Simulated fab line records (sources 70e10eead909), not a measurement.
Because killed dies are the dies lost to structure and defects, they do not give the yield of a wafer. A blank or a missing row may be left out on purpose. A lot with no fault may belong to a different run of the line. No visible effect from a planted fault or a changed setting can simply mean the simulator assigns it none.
One fault seen from 2 desks | flow nand-harc | each desk holds nothing but its own numbers, with what lay behind them at the end

THE DEFECT DESK
What the inspections along the route counted, lot by lot: means of the sampled wafers that have a number. If a lot's mean is further than 4 standard deviations from the usual mean, the lot is out of limits and carries the mark OUT (the distance appears in the brackets).
Columns: A = raw-defect-count at NHARC_A_SGD_CUT_INSPECT_11, usual 51
lot  | first seen here | A
L221 | day 19 13:43    | 68
L224 | day 20 19:26    | 24
L231 | day 23 23:40    | 72
L230 | day 24 00:04    | 61
L232 | day 24 13:21    | 13
L241 | day 27 15:07    | 48
This desk's finding: nothing out of limits on any of the 6 lots.

METROLOGY DESK
Means of the sampled wafers that have a number, per lot and without regard to the tool the lot ran on: this is what the gauges read. If a lot's mean is further than 4 standard deviations from the usual mean, the lot is out of limits and carries the mark OUT (the distance appears in the brackets).
Columns: A = cd-nm at NHARC_A_SGD_CUT_CD_MEAS_09, usual 100.0 nm; B = overlay-x-nm at NHARC_A_SGD_CUT_OVL_MEAS_10, usual 0.2 nm; C = overlay-y-nm at NHARC_A_SGD_CUT_OVL_MEAS_10, usual 0.1 nm; D = thk-nm at NHARC_A_SGD_CUT_THK_MEAS_22, usual 148.1 nm
lot  | first seen here | A     | B    | C    | D
L221 | day 19 13:36    | 99.9  | 0.3  | -1.4 | 149.5
L224 | day 20 19:19    | 99.4  | 1.3  | -0.8 | 147.6
L231 | day 23 23:32    | 99.8  | -0.7 | 0.0  | 100.5 (-34) OUT
L230 | day 23 23:57    | 100.3 | 0.6  | 0.7  | 101.5 (-33) OUT
L232 | day 24 13:14    | 99.9  | 0.1  | -0.2 | 147.7
L241 | day 27 14:59    | 100.1 | 1.1  | 0.9  | 146.8
This desk finds L230, L231 out of limits, L230 being first, at day 24 06:07 (thk-nm at NHARC_A_SGD_CUT_THK_MEAS_22). In limits: L221, L224, L232, L241.

ALL TOGETHER
The metrology desk could have raised an alarm at day 24 06:07, on L230, L231.
The defect desk saw nothing out of limits.
The defect desk has L230, L231 on record, within its limits.
Of the lots named, all ran NHARC_A_SGD_CUT_DEP_20 on fcvd-02.

WHAT THE SIMULATOR HAD INSERTED
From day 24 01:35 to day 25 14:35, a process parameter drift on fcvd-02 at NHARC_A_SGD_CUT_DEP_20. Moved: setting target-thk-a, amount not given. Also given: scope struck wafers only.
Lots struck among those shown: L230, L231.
Hours from the fault's start to each desk's first reading out of limits: the metrology desk, 5.
